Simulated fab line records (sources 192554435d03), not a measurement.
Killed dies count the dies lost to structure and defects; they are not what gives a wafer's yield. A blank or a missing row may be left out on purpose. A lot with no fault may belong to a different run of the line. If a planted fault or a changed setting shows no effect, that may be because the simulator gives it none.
fab line records	flow n5_finfet
record: lots: 5	wafers: 15	last_day: 18
route steps=1938 shown BEOL_M4@1099 BEOL_M5@1112 PASSIVATION@1936
lots that met no fault: taken from a fault-free run of the same line
start_h: hours from the record's first day to the start of the lot's first wafer shown	wait_h: hours from the lot's prior step to this one	" the same as in the row above	L1.1+2: a single row standing in for several wafers	- either no value or no given start	* or withheld: withheld	< > ~ a bound
route shown NAME@n: NAME is a module with steps in the file, n the number in the route of the first one	usual: average and standard deviation across the fault-free wafers	same: alike in all rows	chamber/n: place in a boat	sites: readings site by site	_std_site: how widely they spread, as a standard deviation	_edge_site: the outer-site mean with the inner-site mean subtracted	radius_mm: for every site, how far away it sits from the centre of the wafer	mask NAME#n: copy n	behind: the tool/chamber that last shaped the wafer	hold: the reason the lot was held/the length of the hold in hours/how it ended	device: which transistor (n, p or np) failed to switch	end of line: the tests these same wafers got at the end of their route	a step without rows: its recipe alone	killed: at the first sort, the dies lost to defects and structure; wafer yield is something else	map: dies across one wafer; x = killed, . = not, _ = none there
set.NAME: the setting that was run; set.NAME@STEP: the one run at that earlier step	model.NAME: the simulator's own value behind a step, which no gauge read
certain route steps with their lots: each step a table, each wafer a row
services: a tool's chamber out of use, with start hour (start_h, from the record's first day; less than 0 if before it), hours out, and reason
== steps ==
step: N5_BEOL_M4_ANNEAL_95
recipe: temp_c: 400	time_s: 240	ambient: vacuum
step: N5_BEOL_M4_SPUTTER_96
recipe: material: Cu	target_thk_a: 45	temp_c: -20	chamber_pressure_pa: 0.07	power_w: withheld	time_s: 8.29
step: N5_BEOL_M4_ECD_50
recipe: material: Cu	target_thk_a: 3000
step: N5_BEOL_M4_ANNEAL_51
recipe: temp_c: 225	time_s: 90	ambient: N2
step: N5_BEOL_M4_CMP_52
recipe: stop_on: SiOC	t_overpolish_s: 6.8	down_force_psi: 1	platen_rpm: 50	clearing_platen_down_force_psi: 1.5	clearing_platen_rpm: 50	post_cmp_clean: cu_alkaline	target_thk_nm: 40	clearing_platen_pad_velocity_m_s: 0.99484	pad_velocity_m_s: 0.99484
step: N5_BEOL_M4_PRE_CLEAN_60
recipe: gas: NH3/H2	time_s: 15	temp_c: *	rf_power_w: 300
step: N5_BEOL_M4_CO_CAP_55
recipe: material: Co	target_thk_a: 20	temp_c: 200	precursor: CCTBA/H2	pressure_torr: 30	time_s: 102.1
step: N5_BEOL_M4_PRE_CLEAN_56
recipe: gas: NH3	time_s: 15	temp_c: withheld	rf_power_w: 300
step: N5_BEOL_M4_DEP_57
recipe: material: SiCN	target_thk_a: 80	temp_c: withheld	precursor: 3MS/NH3	pressure_torr: 3	rf_w: 202	time_s: 14
step: N5_BEOL_M4_RC_MEAS_101
usual: DIBL_N: 35.8/1.8	DIBL_P: 35.9/2.2	IOFF_N: 0.16/0.035	IOFF_P: 0.21/0.04	ION_N: 672/11	ION_P: 461/7.4	SS_N: 71.4/0.64	SS_P: 73.2/0.67	VT_N: 250/3.5	VT_P: -251/3.4
lot.wafer	tool	chamber	start_h	wait_h	DIBL_N[mV/V]	DIBL_P[mV/V]	IOFF_N[nA/um]	IOFF_P[nA/um]	ION_N[uA/um]	ION_P[uA/um]	SS_N[mV/dec]	SS_P[mV/dec]	VT_N[mV]	VT_P[mV]
L735.1	prober-02	0	163.50	0.0	37.3	37.3	0.19	0.20	682	456	72.2	73.5	249	-251
L735.5	"	0	"	"	38.2	38.1	0.22	0.22	680	455	72.3	73.1	244	-251
L735.6	"	0	"	"	36.5	36.5	0.16	0.19	674	456	72.4	73.5	248	-254
L745.1	prober-01	0	222.11	0.0	36.0	35.8	0.15	0.21	666	450	71.8	73.4	250	-252
L745.2	"	0	"	"	38.3	38.0	0.20	0.25	695	470	72.3	74.6	246	-251
L745.4	"	0	"	"	36.2	35.0	0.16	0.20	680	464	71.4	74.0	252	-254
L746.2	prober-02	0	238.92	0.2	34.1	34.0	0.13	0.16	673	455	71.6	72.8	253	-257
L746.4	"	0	"	"	36.2	34.3	0.15	0.18	663	449	71.9	73.0	252	-252
L746.6	"	0	"	"	35.1	35.3	0.13	0.18	667	455	71.2	73.0	252	-251
L747.4	prober-02	0	251.51	0.5	35.0	34.2	0.12	0.18	650	452	70.9	73.1	256	-254
L747.5	"	0	"	"	33.5	32.6	0.11	0.16	661	454	70.9	72.0	252	-254
L747.6	"	0	"	"	36.3	36.6	0.15	0.22	666	458	70.8	73.9	252	-249
L757.1	prober-02	0	308.84	0.0	37.2	35.6	0.16	0.21	680	468	71.4	72.7	250	-251
L757.2	"	0	"	"	34.5	31.9	0.12	0.17	660	462	71.7	72.6	254	-253
L757.4	"	0	"	"	35.4	33.2	0.13	0.18	665	455	71.1	73.0	253	-253
step: N5_BEOL_M5_ILD_DEP_00
recipe: material: SiCOH_lowk	target_thk_a: 1406.4	temp_c: 300	precursor: DEMS/porogen	pressure_torr: 5	rf_w: 500	time_s: 25.9
step: N5_BEOL_M5_CURE_79
recipe: temp_c: 385	time_s: 240	ambient: He/Ar	material: SiCOH_lowk
step: N5_BEOL_M5_PECVD_70
recipe: material: SiO2	target_thk_a: 160	temp_c: 400	precursor: TEOS/O2	pressure_torr: 5.5	rf_w: 450	teos_flow_sccm: 53.8	gas: O2	flow_sccm: 3000	time_s: 18
step: N5_BEOL_M5_HM_DEP_02
recipe: material: TiN	target_thk_a: 200	temp_c: 25	chamber_pressure_pa: 0.49996
step: N5_BEOL_M5_COAT_59
recipe: resist: SOC	temp_c: 250	time_s: 60	spin_rpm: 1500	resist_thk_nm: 60
step: N5_BEOL_M5_COAT_60
recipe: resist: SiARC	temp_c: 220	time_s: 60	spin_rpm: 1500	resist_thk_nm: 12
step: N5_BEOL_M5_COAT_71
recipe: resist: underlayer	temp_c: 205	time_s: 60	spin_rpm: 1500	resist_thk_nm: 5
step: N5_BEOL_M5_COAT_05
recipe: resist: CAR-EUV	spin_rpm: 1500	resist_thk_nm: 30
step: N5_BEOL_M5_EBR_07
recipe: solvent: PGMEA	ebr_width_mm: 1.5
step: N5_BEOL_M5_SOFTBAKE_06
recipe: temp_c: 110	time_s: 60	resist: CAR-EUV
step: N5_BEOL_M5_EXPOSE_08
recipe: mask_id: M5	na: 0.33	source_shape: annular	sigma_inner: 0.4	sigma_outer: 0.8	polarization: unpolarized	target_cd_nm: 28	dose_mj: 35.75
step: N5_BEOL_M5_PEB_09
recipe: peb_temp_c: 100	peb_time_s: 60	resist: CAR-EUV
step: N5_BEOL_M5_DEVELOP_10
recipe: develop_time_s: 30	developer: TMAH	resist: CAR-EUV	rinse_liquid: surfactant_rinse	dry: air_spin	dev_temp_c: 23
step: N5_BEOL_M5_DESCUM_16
recipe: chemistry: O2	time_s: 7	source_power_w: 50	bias_power_w: 20	pressure_mtorr: 20	rf_frequency_hz: 2.712e+07	temp_c: 40	resist: CAR-EUV	o2_flow_sccm: 225
step: N5_BEOL_M5_ETCH_72
recipe: chemistry: N2/H2	target: underlayer	target_depth_a: 65	mask_material: CAR-EUV	time_s: 5.2	ion_energy_ev: 200	pressure_mtorr: 30	source_w: 840	bias_w: 150	n2_flow_sccm: 200	h2_flow_sccm: 200	ends: cleared
step: N5_BEOL_M5_ETCH_61
recipe: chemistry: CF4	target: SiARC	target_depth_a: 156	mask_material: CAR-EUV	time_s: 26	ion_energy_ev: 80	pressure_mtorr: 40	source_w: 545	bias_w: 36	Ar_flow_sccm: 100	cf4_flow_sccm: 100	ends: cleared
step: N5_BEOL_M5_ETCH_62
recipe: chemistry: N2/H2	target: SOC	target_depth_a: 750	overetch_a: 150	mask_material: SiARC	temp_c: 40	time_s: 112.5	ion_energy_ev: 200	pressure_mtorr: 30	source_w: 840	bias_w: 150	n2_flow_sccm: 200	h2_flow_sccm: 200
step: N5_BEOL_M5_STRIP_63
recipe: chemistry: N2/H2	temp_c: 40	n2_flow_sccm: 200	h2_flow_sccm: 200	rf_frequency_hz: 6e+07
step: N5_BEOL_M5_STRIP_73
recipe: chemistry: N2/H2	temp_c: 40	n2_flow_sccm: 200	h2_flow_sccm: 200	rf_frequency_hz: 6e+07
step: N5_BEOL_M5_STRIP_64
recipe: chemistry: CF4	resist: SiARC	power_w: 300	bias_power_w: 75	pressure_mtorr: 50	cf4_flow_sccm: 150	rf_frequency_hz: 6e+07
step: N5_BEOL_M5_HM_OPEN_17
recipe: chemistry: Cl2/BCl3	target_depth_a: 200	overetch_a: 60	target: TiN	mask_material: SOC	ion_energy_ev: 150	pressure_mtorr: 10	icp_w: 1000	bias_w: 126	Cl2_flow_sccm: 53.25	bcl3_flow_sccm: 21.75	Ar_flow_sccm: 25
step: N5_BEOL_M5_STRIP_19
recipe: chemistry: O2	power_w: 400	temp_c: 40	pressure_mtorr: 30	rf_frequency_hz: 6e+07	bias_power_w: 0	overash_fraction: 0.2	o2_flow_sccm: 225
step: N5_BEOL_M5_COAT_65
recipe: resist: SOC	temp_c: 250	time_s: 60	spin_rpm: 1500	resist_thk_nm: 60
step: N5_BEOL_M5_COAT_66
recipe: resist: SiARC	temp_c: 220	time_s: 60	spin_rpm: 1500	resist_thk_nm: 12
step: N5_BEOL_M5_ECD_50
recipe: material: Cu	target_thk_a: 3000
lot.wafer	tool	chamber	start_h	wait_h
L735.1+5+6	ecd_cu-02	1,0,1	175.42	0.1
L745.1+2+4	ecd_cu-02	0,1,1	236.72	0.1
L746.2+4+6	ecd_cu-02	1	250.59	0.1
L747.4+5+6	ecd_cu-02	1,1,0	264.16	0.1
L757.1+2+4	ecd_cu-01	0,1,1	319.52	0.1
step: N5_BEOL_M5_CMP_52
recipe: stop_on: SiCOH_lowk	t_overpolish_s: 6.9	down_force_psi: 1	platen_rpm: 50	clearing_platen_down_force_psi: 1.5	clearing_platen_rpm: 50	post_cmp_clean: cu_alkaline	target_thk_nm: 62	clearing_platen_pad_velocity_m_s: 0.99484	pad_velocity_m_s: 0.99484
usual: head_pressure_psi: 0.9998/0.0024	motor_current_A: 6.1/0.72	slurry_flow_ml_min: 150.0/0.53	time_to_endpoint_s: 61.5/2.9
lot.wafer	tool	chamber	start_h	wait_h	head_pressure_psi	motor_current_A	slurry_flow_ml_min	time_to_endpoint_s
L735.1	cmp-03	0	176.43	0.3	0.9935	6.4	148.9	60.2
L735.5	"	2	"	"	1.0054	7.3	149.9	55.3
L735.6	"	3	"	"	0.9983	4.6	149.7	57.6
L745.4	cmp-01	2	237.10	0.1	0.9976	6.8	148.8	0.0
L745.1	"	3	"	"	0.9987	6.3	150.5	2.9
L745.2	"	0	"	"	1.0005	5.0	150.0	0.0
L746.2	cmp-03	1	251.01	0.2	1.0019	5.5	149.6	2.6
L746.4	"	2	"	"	0.9961	7.2	150.3	0.0
L746.6	"	1	"	"	1.0039	5.8	149.2	3.0
L747.4	cmp-03	2	264.72	0.2	1.0013	7.4	149.7	0.0
L747.5	"	1	"	"	0.9969	5.7	150.1	2.8
L747.6	"	2	"	"	0.9971	7.0	149.7	0.0
L757.2	cmp-04	2	319.94	0.2	1.0025	5.8	149.9	62.2
L757.1	"	3	"	"	0.9988	6.1	149.5	58.7
L757.4	"	0	"	"	0.9998	6.2	150.9	60.7
step: N5_PASSIVATION_PROBE_49
usual: defect_limited_yield: 91.0/1.5	killed_at_M0_to_M3: 34/9.1	killed_at_M4_up: 14/5.7	killed_at_contacts: 13/5.7	killed_at_front_end: 42/12	killed_at_other: 4/3.4	killed_dies: 106/17	killed_on_rim: 14/4.3	killed_open: 70/13	killed_short: 34/7.5	sort_bin_5_function: 5.2/0.94	sort_bin_6_memory: 3.4/0.69	sort_n_pass: 1074/17	sort_yield_pct: 91.0/1.5
same: gross_dies: 1180	killed_at_back_side: 0	sort_bin_4_leakage[%]: 0	sort_bin_8_speed[%]: 0
lot.wafer	tool	chamber	start_h	wait_h	defect_limited_yield[%]	killed_at_M0_to_M3	killed_at_M4_up	killed_at_contacts	killed_at_front_end	killed_at_other	killed_dies	killed_on_rim	killed_open	killed_short	sort_bin_5_function[%]	sort_bin_6_memory[%]	sort_n_pass	sort_yield_pct[%]
L745.1	prober-02	-	333.54	0.0	0	31	1116	8	19	6	1180	152	50	28	97.3	2.5	0	0
L745.2	prober-02	-	333.59	0.1	0	40	1089	20	23	8	1180	152	65	42	96.2	3.5	0	0
L745.4	prober-02	-	333.69	0.2	0	30	1108	10	28	4	1180	152	64	22	97.1	2.7	0	0
L746.2	prober-01	-	333.86	0.1	0	24	1105	12	33	6	1180	152	50	31	96.9	3.0	0	0
L746.4	prober-01	-	333.96	0.2	0	30	1096	17	35	2	1180	152	59	34	96.0	3.4	0	0
L746.6	prober-01	-	334.06	0.3	0	30	1085	19	35	11	1180	152	61	39	96.0	3.6	0	0
L747.4	prober-01	-	351.71	0.2	0	32	1084	16	47	1	1180	152	77	34	95.8	3.9	0	0
L747.5	prober-01	-	351.76	0.2	0	20	1111	10	38	1	1180	152	57	26	96.9	2.8	0	0
L747.6	prober-01	-	351.81	0.3	0	31	1099	11	37	2	1180	152	69	26	96.7	3.3	0	0
killed by level:class
L745.1 BEOL_M5:area_ecd=1101 BEOL_M4:geometric_particle:open=8 BEOL_M3:geometric_particle:open=8 MOL_CONTACT_COAG:geometric_particle:open=6 BEOL_M0_SAQP:geometric_particle:short=6 BEOL_M0_SAQP:geometric_particle:open=4 BEOL_M0:geometric_particle:open=4 BEOL_M1:geometric_particle:open=4
L745.2 BEOL_M5:area_ecd=1072 MOL_CONTACT_COAG:geometric_particle:open=15 BEOL_M0_SAQP:geometric_particle:open=9 BEOL_M4:geometric_particle:open=9 BEOL_M0_SAQP:geometric_particle:short=8 MOL_CONTACT_COAG:geometric_particle:short=5 BEOL_M0:geometric_particle:open=5 BEOL_M3:geometric_particle:open=5
L745.4 BEOL_M5:area_ecd=1092 MOL_CONTACT_COAG:geometric_particle:open=9 DUMMY_GATE:geometric_particle:open=8 BEOL_M0_SAQP:geometric_particle:open=6 BEOL_M4:geometric_particle:open=6 FIN_SAQP:geometric_particle:short=5 BEOL_M0_SAQP:geometric_particle:short=5 BEOL_M2:geometric_particle:open=5
L746.2 BEOL_M5:area_ecd=1098 FIN_SAQP:geometric_particle:open=10 FIN_SAQP:geometric_particle:short=10 MOL_CONTACT_COAG:geometric_particle:open=10 BEOL_M1:geometric_particle:open=8 BEOL_M0_SAQP:geometric_particle:open=6 BEOL_M0_SAQP:geometric_particle:short=6 GATE_CUT:geometric_particle:short=4
L746.4 BEOL_M5:area_ecd=1086 MOL_CONTACT_COAG:geometric_particle:open=14 FIN_SAQP:geometric_particle:open=10 BEOL_M0_SAQP:geometric_particle:short=10 BEOL_M0_SAQP:geometric_particle:open=8 FIN_SAQP:geometric_particle:short=5 BEOL_M3:geometric_particle:open=4 STI_FIN_REVEAL:geometric_particle:open=3
L746.6 BEOL_M5:area_ecd=1079 MOL_CONTACT_COAG:geometric_particle:open=14 BEOL_M0_SAQP:geometric_particle:open=13 FIN_SAQP:geometric_particle:open=10 BEOL_M0_SAQP:geometric_particle:short=10 FIN_SAQP:geometric_particle:short=8 MOL_CONTACT_COAG:geometric_particle:short=5 DUMMY_GATE:geometric_particle:open=5
L747.4 BEOL_M5:area_ecd=1068 MOL_CONTACT_COAG:geometric_particle:open=14 BEOL_M0_SAQP:geometric_particle:open=12 STI_FIN_REVEAL:geometric_particle:open=11 FIN_SAQP:geometric_particle:open=7 BEOL_M0_SAQP:geometric_particle:short=7 FIN_SAQP:geometric_particle:short=6 GATE_CUT:geometric_particle:short=5
L747.5 BEOL_M5:area_ecd=1096 STI_FIN_REVEAL:geometric_particle:open=9 GATE_CUT:geometric_particle:short=9 MOL_CONTACT_COAG:geometric_particle:open=9 BEOL_M3:geometric_particle:open=7 BEOL_M4:geometric_particle:open=6 BEOL_M2:geometric_particle:open=5 FIN_SAQP:geometric_particle:short=4
L747.6 BEOL_M5:area_ecd=1084 MOL_CONTACT_COAG:geometric_particle:open=9 STI_FIN_REVEAL:geometric_particle:open=8 GATE_CUT:geometric_particle:short=7 BEOL_M0_SAQP:geometric_particle:short=7 BEOL_M0_SAQP:geometric_particle:open=7 GATE_CUT:geometric_particle:open=6 BEOL_M2:geometric_particle:open=5
map L745.1 (x killed, . not)
_________________xxxxxxxxxxxx________________
______________xxxxxxxxxxxxxxxxxx_____________
___________xxxxxxxxxxxxxxxxxxxxxxxx__________
__________xxxxxxxxxxxxxxxxxxxxxxxxxx_________
________xxxxxxxxxxxxxxxxxxxxxxxxxxxxxx_______
_______xxxxxxxxxxxxxxxxxxxxxxxxxxxxxxxx______
______xxxxxxxxxxxxxxxxxxxxxxxxxxxxxxxxxx_____
_____xxxxxxxxxxxxxxxxxxxxxxxxxxxxxxxxxxxx____
____xxxxxxxxxxxxxxxxxxxxxxxxxxxxxxxxxxxxxx___
___xxxxxxxxxxxxxxxxxxxxxxxxxxxxxxxxxxxxxxxx__
___xxxxxxxxxxxxxxxxxxxxxxxxxxxxxxxxxxxxxxxx__
__xxxxxxxxxxxxxxxxxxxxxxxxxxxxxxxxxxxxxxxxxx_
__xxxxxxxxxxxxxxxxxxxxxxxxxxxxxxxxxxxxxxxxxx_
_xxxxxxxxxxxxxxxxxxxxxxxxxxxxxxxxxxxxxxxxxxxx
_xxxxxxxxxxxxxxxxxxxxxxxxxxxxxxxxxxxxxxxxxxxx
_xxxxxxxxxxxxxxxxxxxxxxxxxxxxxxxxxxxxxxxxxxxx
_xxxxxxxxxxxxxxxxxxxxxxxxxxxxxxxxxxxxxxxxxxxx
_xxxxxxxxxxxxxxxxxxxxxxxxxxxxxxxxxxxxxxxxxxxx
_xxxxxxxxxxxxxxxxxxxxxxxxxxxxxxxxxxxxxxxxxxxx
_xxxxxxxxxxxxxxxxxxxxxxxxxxxxxxxxxxxxxxxxxxxx
_xxxxxxxxxxxxxxxxxxxxxxxxxxxxxxxxxxxxxxxxxxxx
__xxxxxxxxxxxxxxxxxxxxxxxxxxxxxxxxxxxxxxxxxx_
__xxxxxxxxxxxxxxxxxxxxxxxxxxxxxxxxxxxxxxxxxx_
___xxxxxxxxxxxxxxxxxxxxxxxxxxxxxxxxxxxxxxxx__
___xxxxxxxxxxxxxxxxxxxxxxxxxxxxxxxxxxxxxxxx__
____xxxxxxxxxxxxxxxxxxxxxxxxxxxxxxxxxxxxxx___
_____xxxxxxxxxxxxxxxxxxxxxxxxxxxxxxxxxxxx____
______xxxxxxxxxxxxxxxxxxxxxxxxxxxxxxxxxx_____
_______xxxxxxxxxxxxxxxxxxxxxxxxxxxxxxxx______
________xxxxxxxxxxxxxxxxxxxxxxxxxxxxxx_______
__________xxxxxxxxxxxxxxxxxxxxxxxxxx_________
___________xxxxxxxxxxxxxxxxxxxxxxxx__________
______________xxxxxxxxxxxxxxxxxx_____________
_________________xxxxxxxxxxxx________________
map L746.2 (x killed, . not)
_________________xxxxxxxxxxxx________________
______________xxxxxxxxxxxxxxxxxx_____________
___________xxxxxxxxxxxxxxxxxxxxxxxx__________
__________xxxxxxxxxxxxxxxxxxxxxxxxxx_________
________xxxxxxxxxxxxxxxxxxxxxxxxxxxxxx_______
_______xxxxxxxxxxxxxxxxxxxxxxxxxxxxxxxx______
______xxxxxxxxxxxxxxxxxxxxxxxxxxxxxxxxxx_____
_____xxxxxxxxxxxxxxxxxxxxxxxxxxxxxxxxxxxx____
____xxxxxxxxxxxxxxxxxxxxxxxxxxxxxxxxxxxxxx___
___xxxxxxxxxxxxxxxxxxxxxxxxxxxxxxxxxxxxxxxx__
___xxxxxxxxxxxxxxxxxxxxxxxxxxxxxxxxxxxxxxxx__
__xxxxxxxxxxxxxxxxxxxxxxxxxxxxxxxxxxxxxxxxxx_
__xxxxxxxxxxxxxxxxxxxxxxxxxxxxxxxxxxxxxxxxxx_
_xxxxxxxxxxxxxxxxxxxxxxxxxxxxxxxxxxxxxxxxxxxx
_xxxxxxxxxxxxxxxxxxxxxxxxxxxxxxxxxxxxxxxxxxxx
_xxxxxxxxxxxxxxxxxxxxxxxxxxxxxxxxxxxxxxxxxxxx
_xxxxxxxxxxxxxxxxxxxxxxxxxxxxxxxxxxxxxxxxxxxx
_xxxxxxxxxxxxxxxxxxxxxxxxxxxxxxxxxxxxxxxxxxxx
_xxxxxxxxxxxxxxxxxxxxxxxxxxxxxxxxxxxxxxxxxxxx
_xxxxxxxxxxxxxxxxxxxxxxxxxxxxxxxxxxxxxxxxxxxx
_xxxxxxxxxxxxxxxxxxxxxxxxxxxxxxxxxxxxxxxxxxxx
__xxxxxxxxxxxxxxxxxxxxxxxxxxxxxxxxxxxxxxxxxx_
__xxxxxxxxxxxxxxxxxxxxxxxxxxxxxxxxxxxxxxxxxx_
___xxxxxxxxxxxxxxxxxxxxxxxxxxxxxxxxxxxxxxxx__
___xxxxxxxxxxxxxxxxxxxxxxxxxxxxxxxxxxxxxxxx__
____xxxxxxxxxxxxxxxxxxxxxxxxxxxxxxxxxxxxxx___
_____xxxxxxxxxxxxxxxxxxxxxxxxxxxxxxxxxxxx____
______xxxxxxxxxxxxxxxxxxxxxxxxxxxxxxxxxx_____
_______xxxxxxxxxxxxxxxxxxxxxxxxxxxxxxxx______
________xxxxxxxxxxxxxxxxxxxxxxxxxxxxxx_______
__________xxxxxxxxxxxxxxxxxxxxxxxxxx_________
___________xxxxxxxxxxxxxxxxxxxxxxxx__________
______________xxxxxxxxxxxxxxxxxx_____________
_________________xxxxxxxxxxxx________________
== services ==
tool	chamber	start_h	hours	kind
cmp-04	-	155.45	0.7	repair
cmp-01	-	173.70	4.0	pm
cmp-01	-	177.70	-	consumable_replace:conditioner
cmp-01	-	177.70	-	consumable_replace:pad
cmp-04	-	181.53	0.9	repair
cmp-01	-	190.44	1.3	repair
cmp-04	-	197.17	5.3	pm
cmp-03	-	204.80	1.4	repair
ecd_cu-01	-	211.78	2.0	repair
cmp-04	-	219.11	0.3	repair
cmp-04	-	241.20	14.3	repair
ecd_cu-01	-	252.78	7.3	pm
cmp-01	-	255.04	5.6	pm
cmp-04	-	255.52	7.6	pm
cmp-01	-	262.95	15.5	pm
cmp-03	-	298.82	4.0	pm
cmp-03	-	302.82	-	consumable_replace:conditioner
cmp-03	-	302.82	-	consumable_replace:pad
ecd_cu-01	-	304.44	2.8	repair
cmp-01	-	312.11	2.6	repair
== key ==
first_sign: step: N5_BEOL_M5_CMP_52	reading: time_to_endpoint_s	direction: down	sigmas: 20	usual: *	struck: *
effect: step: N5_PASSIVATION_PROBE_49	reading: killed_at_M4_up	direction: up	sigmas: 99+	usual: 14	struck: 1099
more_kills_born_at: N5_BEOL_M5_ECD_50@ecd_cu-02: 9776
met_at N5_BEOL_M5_ECD_50
struck_wafers L745.1,L745.2,L745.4,L746.2,L746.4,L746.6,L747.4,L747.5,L747.6
later_rows_left_out L745.1,L745.2,L745.4,L746.2,L746.4,L746.6,L747.4,L747.5,L747.6
onset_between 175.42 236.72
fault: kind: skipped_step_whole	tool: ecd_cu-02	chamber: -	onset_h: 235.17	steps: N5_BEOL_M5_ECD_50	scope: struck_lots_only
later_rows_left_out: the simulator's readings of these wafers behind a module that went badly wrong aren't trusted and aren't shown, but for the sort
